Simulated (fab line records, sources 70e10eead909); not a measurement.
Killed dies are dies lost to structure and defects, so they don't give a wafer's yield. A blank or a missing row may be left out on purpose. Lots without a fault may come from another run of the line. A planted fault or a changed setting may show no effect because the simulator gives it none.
fab line records | flow nand_harc
record lots=6 wafers=18 last_day=33
route steps=1302 shown A_BONDPAD@1232 HYBRID_BOND@1237 THIN_TSV@1244 END@1302
lots that met no fault: from a run of the same line without faults
start_h: hours from the record's first day to the start of the lot's first wafer shown | wait_h: hours since the lot's step before | " the same as in the row above | L1.1+2: a row that stands for several wafers | - no value, or no start given | * or withheld: withheld | < > ~ a bound
route shown NAME@n: a module of which the file shows steps, and the number in the route of the first | usual: mean/standard deviation of fault-free wafers | same: alike in all rows | chamber/n: place in a boat | sites: the reading at each site | _std_site: their standard deviation | _edge_site: outer sites' mean less inner sites' | radius_mm: how far each site lies from the wafer's centre | mask NAME#n: copy n | behind: the tool/chamber that last shaped the wafer | hold: why the lot was held/for how many hours/how that ended | device: the transistor (n, p or np) that didn't switch | end of line: the same wafers' tests at the end of the route | a step without rows: its recipe alone | killed: dies lost to structure and defects at the first sort, not the wafer's yield | map: a wafer's dies, x killed, . not, _ none there
set.NAME: the setting as run; set.NAME@STEP: as run at that earlier step | model.NAME: the simulator's own value behind a step, which no gauge read
lots at some steps of the route; a table a step, a row a wafer
services: from which hour (start_h, from the record's first day; less than 0 if before it) a tool's chamber was out of use, for how many hours, and why
## steps
# step NHARC_A_BONDPAD_THK_MEAS_20
# recipe thk_meas_gauge=xrf
# usual thk_nm=170.0/1.7
# columns lot.wafer tool chamber start_h wait_h thk_nm
L600.1 film_metro-01 - 553.71 - 173.1
L600.2 " - " " 167.5
L600.6 " - " " 173.3
L602.2 film_metro-01 - 559.15 - 169.8
L602.3 " - " " 167.9
L602.6 " - " " 169.2
L614.2 film_metro-02 - 665.62 - 168.7
L614.3 " - " " 170.5
L614.6 " - " " 170.8
L613.1 film_metro-01 - 666.75 - 169.8
L613.3 " - " " 171.2
L613.5 " - " " 171.6
L621.1 film_metro-02 - 751.12 - 170.4
L621.4 " - " " 167.7
L621.6 " - " " 169.3
L622.4 film_metro-02 - 766.74 - 171.1
L622.5 " - " " 168.1
L622.6 " - " " 172.3
# step NHARC_A_BONDPAD_SRD_21
# recipe time_s=30 temp_c=23 dry_time_s=20 spin_rpm=1500
# step NHARC_A_BONDPAD_INSPECT_23
# usual raw_defect_count=555/130
# columns lot.wafer tool chamber start_h wait_h raw_defect_count
L600.1 defect_inspect-01 - 553.95 0.0 644
L600.2 " - " " 707
L600.6 " - " " 519
L602.2 defect_inspect-02 - 559.36 0.0 377
L602.3 " - " " 439
L602.6 " - " " 479
L614.2 defect_inspect-01 - 665.84 0.0 524
L614.3 " - " " 631
L614.6 " - " " 537
L613.1 defect_inspect-02 - 666.97 0.0 499
L613.3 " - " " 460
L613.5 " - " " 488
L621.1 defect_inspect-01 - 751.32 0.0 416
L621.4 " - " " 447
L621.6 " - " " 455
L622.4 defect_inspect-01 - 766.94 0.0 649
L622.5 " - " " 597
L622.6 " - " " 784
# step NHARC_HYBRID_BOND_ACTIVATE_00
# recipe time_s=60 n2_flow_sccm=200 ar_flow_sccm=0 bias_power_w=0 chemistry=N2
# usual drypump_motor_current_A=5.3/0.36 n2_flow_sccm=200.0/0.61 oes_product_au=1.006/0.013 rf_vpp_V=64.1/0.83 showerhead_plenum_p_Torr=1.78/0.091
# columns lot.wafer tool chamber start_h wait_h drypump_motor_current_A n2_flow_sccm oes_product_au rf_hours_counter_h rf_vpp_V showerhead_plenum_p_Torr
L600.1 rie_diel-09 3 554.02 0.1 5.4 199.6 1.021 4 64.8 1.88
L600.2 " 0 " " 5.3 199.6 1.031 4 63.3 1.71
L600.6 " 2 " " 5.3 199.6 1.017 - 65.2 1.68
L602.3 rie_diel-09 3 559.43 0.1 5.4 199.8 1.021 4 64.1 1.88
L602.2 " 1 " " 4.9 200.4 0.985 4 64.9 1.87
L602.6 " 3 " " 5.5 200.3 1.023 - 64.7 1.88
L614.3 rie_diel-10 1 665.93 0.1 5.1 199.2 1.026 20 63.7 1.72
L614.2 " 2 " " 6.3 199.7 0.994 20 64.7 1.90
L614.6 " 3 " " 5.3 200.6 1.006 - 65.2 1.68
L613.1 rie_diel-09 3 667.04 0.1 5.4 200.6 1.012 15 64.6 1.87
L613.3 " 0 " " 5.4 199.4 1.015 15 62.0 1.70
L613.5 " 3 " " 5.4 200.7 1.017 - 64.8 1.88
L621.4 rie_diel-09 3 751.41 0.1 5.4 199.9 1.009 7 65.2 1.87
L621.1 " 0 " " 5.3 200.2 0.995 7 64.4 1.70
L621.6 " 2 " " 5.3 200.6 1.008 - 64.1 1.67
L622.4 rie_diel-09 3 767.04 0.1 5.4 200.6 1.005 9 65.6 1.87
L622.5 " 0 " " 5.3 200.3 1.001 - 63.8 1.70
L622.6 " 1 " " 4.9 201.9 0.997 - 64.0 1.87
# step NHARC_HYBRID_BOND_PRECLEAN_01
# recipe time_s=300 temp_c=23 chemistry=DIW
# step NHARC_HYBRID_BOND_SRD_02
# recipe time_s=30 temp_c=23 dry_time_s=20 spin_rpm=1500
# step NHARC_HYBRID_BOND_BOND_03
# recipe temp_c=25
# step NHARC_HYBRID_BOND_ANNEAL_04
# recipe temp_c=300 time_s=7200 ramp_up_c_per_min=5 ramp_down_c_per_min=3 idle_temp_c=100 pressure_atm=1
# step NHARC_HYBRID_BOND_OVL_MEAS_05
# usual overlay_x_nm=3/31 overlay_y_nm=6/31
# columns lot.wafer tool chamber start_h wait_h overlay_x_nm overlay_y_nm
L600.1 overlay-02 - 562.05 0.4 -24 -40
L600.2 " - " " 34 -42
L600.6 " - " " 12 9
L602.2 overlay-01 - 568.84 0.4 13 69
L602.3 " - " " 10 24
L602.6 " - " " 28 33
L613.1 overlay-01 - 676.77 0.4 45 52
L613.3 " - " " -33 45
L613.5 " - " " -4 -38
L614.2 overlay-02 - 676.77 0.4 -8 -36
L614.3 " - " " -28 -16
L614.6 " - " " 5 1
L621.1 overlay-02 - 762.20 0.4 -41 -16
L621.4 " - " " -30 19
L621.6 " - " " 49 17
L622.4 overlay-02 - 776.41 0.4 25 64
L622.5 " - " " 18 -25
L622.6 " - " " -22 -17
# step NHARC_HYBRID_BOND_INSPECT_06
# recipe inspect_instrument=ir_void
# usual raw_defect_count=91/30
# columns lot.wafer tool chamber start_h wait_h raw_defect_count
L600.1 defect_inspect-01 - 562.10 0.0 121
L600.2 " - " " 111
L600.6 " - " " 101
L602.2 defect_inspect-01 - 568.89 0.1 34
L602.3 " - " " 28
L602.6 " - " " 30
L613.1 defect_inspect-01 - 676.82 0.0 68
L613.3 " - " " 76
L613.5 " - " " 74
L614.2 defect_inspect-02 - 676.82 0.1 83
L614.3 " - " " 67
L614.6 " - " " 84
L621.1 defect_inspect-02 - 762.25 0.0 79
L621.4 " - " " 72
L621.6 " - " " 72
L622.4 defect_inspect-01 - 776.47 0.1 97
L622.5 " - " " 100
L622.6 " - " " 110
# step NHARC_THIN_TSV_GRIND_00
# recipe target_thk_um=6
# usual motor_current_A=11.996/0.023
# columns lot.wafer tool chamber start_h wait_h motor_current_A
L600.1 grinder-01 0 562.25 0.1 11.977
L600.2 " 0 " " 11.996
L600.6 " 0 " " 12.000
L602.2 grinder-01 0 569.24 0.3 12.005
L602.3 " 0 " " 12.021
L602.6 " 0 " " 11.987
L614.2 grinder-01 0 677.17 0.3 11.997
L614.3 " 0 " " 12.011
L614.6 " 0 " " 12.039
L613.1 grinder-01 0 678.15 1.3 12.009
L613.3 " 0 " " 12.037
L613.5 " 0 " " 11.995
L621.1 grinder-01 0 762.40 0.1 11.987
L621.4 " 0 " " 11.977
L621.6 " 0 " " 11.969
L622.4 grinder-01 0 777.20 0.7 12.007
L622.5 " 0 " " 11.997
L622.6 " 0 " " 11.996
# step NHARC_THIN_TSV_CMP_01
# recipe target_thk_um=3
# usual motor_current_A=12.6/1.1 slurry_filter_dp_kPa=13.52/0.14
# columns lot.wafer tool chamber start_h wait_h motor_current_A slurry_filter_dp_kPa
L600.2 cmp-03 1 563.46 0.8 14.5 13.41
L600.1 " 0 " " 12.5 13.49
L600.6 " 2 " " 13.5 13.52
L602.2 cmp-03 2 570.32 0.9 13.2 13.43
L602.3 " 3 " " 11.8 13.66
L602.6 " 1 " " 15.0 13.71
L614.3 cmp-01 2 678.18 0.6 10.8 13.46
L614.2 " 3 " " 11.4 13.49
L614.6 " 3 " " 11.3 13.51
L613.3 cmp-03 2 679.36 0.6 14.1 13.56
L613.1 " 1 " " 14.6 13.39
L613.5 " 2 " " 13.1 13.33
L621.4 cmp-04 1 763.64 0.4 13.0 13.45
L621.1 " 2 " " 12.3 13.46
L621.6 " 1 " " 13.2 13.46
L622.4 cmp-04 3 777.99 0.6 12.5 13.45
L622.5 " 1 " " 13.4 13.52
L622.6 " 2 " " 12.1 13.55
# step NHARC_THIN_TSV_THK_MEAS_02
# recipe thk_meas_gauge=ir
# usual thk_nm=2984/230
# columns lot.wafer tool chamber start_h wait_h thk_nm
L600.1 film_metro-02 - 563.73 0.2 2701
L600.2 " - " " 2792
L600.6 " - " " 2977
L602.2 film_metro-01 - 570.54 0.2 3087
L602.3 " - " " 3216
L602.6 " - " " 3133
L614.2 film_metro-01 - 678.44 0.2 3060
L614.3 " - " " 2970
L614.6 " - " " 1
L613.1 film_metro-01 - 679.62 - 1
L613.3 " - " " 2530
L613.5 " - " " 2744
L621.1 film_metro-02 - 763.90 - 2973
L621.4 " - " " 2768
L621.6 " - " " 2718
L622.4 film_metro-01 - 778.21 - 3261
L622.5 " - " " 2923
L622.6 " - " " 2817
# step NHARC_THIN_TSV_SRD_03
# step NHARC_END_SORT_01
# recipe temp_c=25
# usual defect_limited_yield=91.6/2.4 killed_at_array=52/16 killed_at_other=0.8/0.98 killed_at_periphery=4.2/2.9 killed_dies=57/16 killed_open=3.3/1.9 killed_short=2.5/1.5 sort_bin_2_pct=3.0/1 sort_bin_3_pct=0.6/0.31 sort_bin_4_pct=4.8/1.5 sort_n_pass=620/16 sort_rim_yield_pct=90/4.1 sort_yield_pct=91.6/2.4
# same gross_dies=677 sort_bin_5_pct[%]=0 sort_bin_6_pct[%]=0 sort_bin_7_pct[%]=0 sort_bin_8_pct[%]=0 sort_rim_n_gross=106.00
# columns lot.wafer tool chamber start_h wait_h defect_limited_yield[%] killed_at_array killed_at_other killed_at_periphery killed_dies killed_open killed_short sort_bin_2_pct[%] sort_bin_3_pct[%] sort_bin_4_pct[%] sort_n_pass sort_rim_yield_pct[%] sort_yield_pct[%]
L600.1 prober-01 0 579.82 2.5 90.0 65 0 3 68 4 1 3.7 0.9 5.5 609 89 90.0
L600.2 prober-01 0 580.61 2.8 90.3 60 1 5 66 3 4 3.2 0.9 5.6 611 90 90.3
L600.6 prober-01 0 583.77 4.0 87.9 77 0 5 82 4 4 4.4 1.0 6.6 595 89 87.9
L613.1 prober-01 0 694.24 2.5 0 49 626 2 677 2 3 94.8 0.7 4.4 0 0 0
L614.6 prober-02 0 698.28 4.0 0 49 627 1 677 2 1 95.3 0.7 4.0 0 0 0
L621.1 prober-02 0 780.25 2.5 90.3 61 2 3 66 6 5 3.5 0.9 5.3 611 93 90.3
L621.4 prober-02 0 782.66 3.4 92.0 50 1 3 54 3 1 3.1 0.1 4.7 623 97 92.0
L621.6 prober-02 0 784.27 4.0 92.2 51 1 1 53 2 1 3.2 0.1 4.4 624 97 92.2
L622.4 prober-01 0 797.83 3.4 89.5 67 0 4 71 0 0 2.7 0.6 7.2 606 92 89.5
L622.5 prober-01 0 798.64 3.7 89.4 64 0 8 72 6 3 3.8 1.0 5.8 605 96 89.4
L622.6 prober-01 0 799.44 4.0 93.1 45 0 2 47 0 2 2.5 1.0 3.4 630 84 93.1
# killed by level:class
L600.1 A_CHANNEL_HOLE_D1:chamber_film_flake=28 A_SLIT:chamber_film_flake=18 A_CONTACT:chamber_film_flake=7 A_CHANNEL_HOLE_D2:chamber_film_flake=5 P_M0:chamber_film_flake=3 A_ONON_D2:geometric_particle:open=2 A_ONON_D1:geometric_particle:open=1 A_DECK1_JOINT:geometric_particle:short=1
L600.2 A_SLIT:chamber_film_flake=25 A_CHANNEL_HOLE_D1:chamber_film_flake=16 A_CHANNEL_HOLE_D2:chamber_film_flake=4 A_WL_FILL:chamber_film_flake=3 A_CONTACT:chamber_film_flake=3 A_DECK1_JOINT:chamber_film_flake=2 P_M0:chamber_film_flake=2 A_STAIRCASE:chamber_film_flake=2
L600.6 A_CHANNEL_HOLE_D1:chamber_film_flake=32 A_SLIT:chamber_film_flake=28 A_CHANNEL_HOLE_D2:chamber_film_flake=4 A_CONTACT:chamber_film_flake=4 P_M0:chamber_film_flake=3 A_CHANNEL_FILL_D2:geometric_particle:short=2 A_WL_FILL:chamber_film_flake=2 P_M2:geometric_particle:open=1
L613.1 THIN_TSV:area_cmp=624 A_CHANNEL_HOLE_D1:chamber_film_flake=33 A_STAIRCASE:chamber_film_flake=4 A_SLIT:chamber_film_flake=3 THIN_TSV:chamber_film_flake=2 A_ONON_D2:geometric_particle:open=1 A_ONON_D2:geometric_particle:short=1 A_CHANNEL_FILL_D2:geometric_particle:short=1
L614.6 THIN_TSV:area_cmp=626 A_SLIT:chamber_film_flake=20 A_CHANNEL_HOLE_D1:chamber_film_flake=11 A_CONTACT:chamber_film_flake=9 A_ZERO_WELL:chamber_film_flake=3 A_STAIRCASE:chamber_film_flake=2 A_ONON_D2:geometric_particle:open=1 A_CHANNEL_FILL_D2:geometric_particle:open=1
L621.1 A_SLIT:chamber_film_flake=41 A_CONTACT:chamber_film_flake=6 A_ONON_D2:geometric_particle:short=2 A_DECK1_JOINT:chamber_film_flake=2 THIN_TSV:chamber_film_flake=2 P_M0:geometric_particle:open=1 P_M1:geometric_particle:open=1 A_SOURCE_PLATE:geometric_particle:short=1
L621.4 A_SLIT:chamber_film_flake=34 A_CONTACT:chamber_film_flake=4 A_M0:geometric_particle:open=2 P_GATE:chamber_film_flake=2 A_CHANNEL_HOLE_D1:chamber_film_flake=2 A_CHANNEL_FILL_D2:chamber_film_flake=2 A_ONON_D2:geometric_particle:short=1 A_WL_FILL:geometric_particle:open=1
L621.6 A_SLIT:chamber_film_flake=39 A_CONTACT:chamber_film_flake=6 A_BONDPAD:chamber_film_flake=3 P_M0:geometric_particle:open=1 A_ONON_D2:geometric_particle:open=1 A_CONTACT:geometric_particle:short=1 A_CHANNEL_HOLE_D1:chamber_film_flake=1 THIN_TSV:chamber_film_flake=1
L622.4 A_SLIT:chamber_film_flake=40 A_CHANNEL_HOLE_D1:chamber_film_flake=14 A_CONTACT:chamber_film_flake=6 A_CHANNEL_FILL_D1:chamber_film_flake=3 P_ZERO_WELL:chamber_film_flake=2 P_GATE:chamber_film_flake=2 A_CHANNEL_FILL_D2:chamber_film_flake=2 A_ZERO_WELL:chamber_film_flake=1
L622.5 A_SLIT:chamber_film_flake=29 A_CHANNEL_HOLE_D1:chamber_film_flake=13 A_CONTACT:chamber_film_flake=8 P_ZERO_WELL:chamber_film_flake=5 A_CHANNEL_FILL_D2:chamber_film_flake=4 A_CHANNEL_FILL_D2:geometric_particle:open=2 P_M0:geometric_particle:open=1 P_M0:geometric_particle:short=1
L622.6 A_SLIT:chamber_film_flake=22 A_CHANNEL_HOLE_D1:chamber_film_flake=9 A_CONTACT:chamber_film_flake=7 A_WL_FILL:geometric_particle:short=2 A_CHANNEL_FILL_D2:chamber_film_flake=2 A_STAIRCASE:chamber_film_flake=2 P_ZERO_WELL:chamber_film_flake=1 P_GATE:chamber_film_flake=1
# map L613.1 (x killed, . not)
____________x____________
_________xxxxxxx_________
_______xxxxxxxxxxx_______
______xxxxxxxxxxxxx______
_____xxxxxxxxxxxxxxx_____
____xxxxxxxxxxxxxxxxx____
____xxxxxxxxxxxxxxxxx____
___xxxxxxxxxxxxxxxxxxx___
___xxxxxxxxxxxxxxxxxxx___
__xxxxxxxxxxxxxxxxxxxxx__
__xxxxxxxxxxxxxxxxxxxxx__
_xxxxxxxxxxxxxxxxxxxxxxx_
_xxxxxxxxxxxxxxxxxxxxxxx_
_xxxxxxxxxxxxxxxxxxxxxxx_
_xxxxxxxxxxxxxxxxxxxxxxx_
_xxxxxxxxxxxxxxxxxxxxxxx_
xxxxxxxxxxxxxxxxxxxxxxxxx
xxxxxxxxxxxxxxxxxxxxxxxxx
xxxxxxxxxxxxxxxxxxxxxxxxx
xxxxxxxxxxxxxxxxxxxxxxxxx
xxxxxxxxxxxxxxxxxxxxxxxxx
_xxxxxxxxxxxxxxxxxxxxxxx_
_xxxxxxxxxxxxxxxxxxxxxxx_
_xxxxxxxxxxxxxxxxxxxxxxx_
_xxxxxxxxxxxxxxxxxxxxxxx_
_xxxxxxxxxxxxxxxxxxxxxxx_
__xxxxxxxxxxxxxxxxxxxxx__
__xxxxxxxxxxxxxxxxxxxxx__
___xxxxxxxxxxxxxxxxxxx___
___xxxxxxxxxxxxxxxxxxx___
____xxxxxxxxxxxxxxxxx____
____xxxxxxxxxxxxxxxxx____
_____xxxxxxxxxxxxxxx_____
______xxxxxxxxxxxxx______
_______xxxxxxxxxxx_______
_________xxxxxxx_________
____________x____________
# map L614.6 (x killed, . not)
____________x____________
_________xxxxxxx_________
_______xxxxxxxxxxx_______
______xxxxxxxxxxxxx______
_____xxxxxxxxxxxxxxx_____
____xxxxxxxxxxxxxxxxx____
____xxxxxxxxxxxxxxxxx____
___xxxxxxxxxxxxxxxxxxx___
___xxxxxxxxxxxxxxxxxxx___
__xxxxxxxxxxxxxxxxxxxxx__
__xxxxxxxxxxxxxxxxxxxxx__
_xxxxxxxxxxxxxxxxxxxxxxx_
_xxxxxxxxxxxxxxxxxxxxxxx_
_xxxxxxxxxxxxxxxxxxxxxxx_
_xxxxxxxxxxxxxxxxxxxxxxx_
_xxxxxxxxxxxxxxxxxxxxxxx_
xxxxxxxxxxxxxxxxxxxxxxxxx
xxxxxxxxxxxxxxxxxxxxxxxxx
xxxxxxxxxxxxxxxxxxxxxxxxx
xxxxxxxxxxxxxxxxxxxxxxxxx
xxxxxxxxxxxxxxxxxxxxxxxxx
_xxxxxxxxxxxxxxxxxxxxxxx_
_xxxxxxxxxxxxxxxxxxxxxxx_
_xxxxxxxxxxxxxxxxxxxxxxx_
_xxxxxxxxxxxxxxxxxxxxxxx_
_xxxxxxxxxxxxxxxxxxxxxxx_
__xxxxxxxxxxxxxxxxxxxxx__
__xxxxxxxxxxxxxxxxxxxxx__
___xxxxxxxxxxxxxxxxxxx___
___xxxxxxxxxxxxxxxxxxx___
____xxxxxxxxxxxxxxxxx____
____xxxxxxxxxxxxxxxxx____
_____xxxxxxxxxxxxxxx_____
______xxxxxxxxxxxxx______
_______xxxxxxxxxxx_______
_________xxxxxxx_________
____________x____________
## services
# columns tool chamber start_h hours kind
cmp-01 - 532.99 0.2 repair
cmp-04 - 538.32 4.0 pm
cmp-03 - 548.08 1.1 repair
grinder-01 - 548.36 1.6 repair
cmp-03 - 554.71 4.0 pm
grinder-01 - 565.29 1.2 repair
grinder-01 - 597.90 1.3 repair
grinder-01 - 616.09 2.7 repair
cmp-04 - 623.24 2.1 repair
grinder-01 - 628.29 0.3 repair
cmp-04 - 636.32 4.0 pm
grinder-01 - 637.02 1.0 repair
cmp-03 - 652.71 4.0 pm
grinder-01 - 667.58 1.2 repair
rie_diel-09 - 674.40 9.0 pm
cmp-04 - 678.39 1.2 repair
cmp-03 - 683.19 2.6 repair
grinder-01 - 701.53 0.3 repair
cmp-03 - 709.32 1.8 repair
cmp-03 - 726.41 2.6 repair
cmp-04 - 734.32 4.0 pm
grinder-01 - 736.00 8.0 pm
cmp-03 - 750.71 4.0 pm
cmp-03 - 774.64 4.1 repair
## key
first_sign step=NHARC_THIN_TSV_THK_MEAS_02 reading=thk_nm direction=down sigmas=13 usual=2984 struck=1
effect step=NHARC_END_SORT_01 reading=killed_at_other direction=up sigmas=99+ usual=0.8 struck=626.5
more_kills_born_at NHARC_THIN_TSV_CMP_01@cmp-01=626 NHARC_THIN_TSV_CMP_01@cmp-03=624
met_at NHARC_THIN_TSV_GRIND_00
struck_wafers L613.1,L614.6
later_rows_left_out L613.1,L614.6
onset_between 569.24 677.17
fault kind=process_parameter_drift tool=grinder-01 chamber=- onset_h=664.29 steps=NHARC_THIN_TSV_GRIND_00 channel=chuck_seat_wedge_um offset=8 shape=step end_h=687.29 scope=struck_wafers_only
# later_rows_left_out: the simulator's readings of these wafers behind a module that went badly wrong aren't trusted and aren't shown, but for the sort
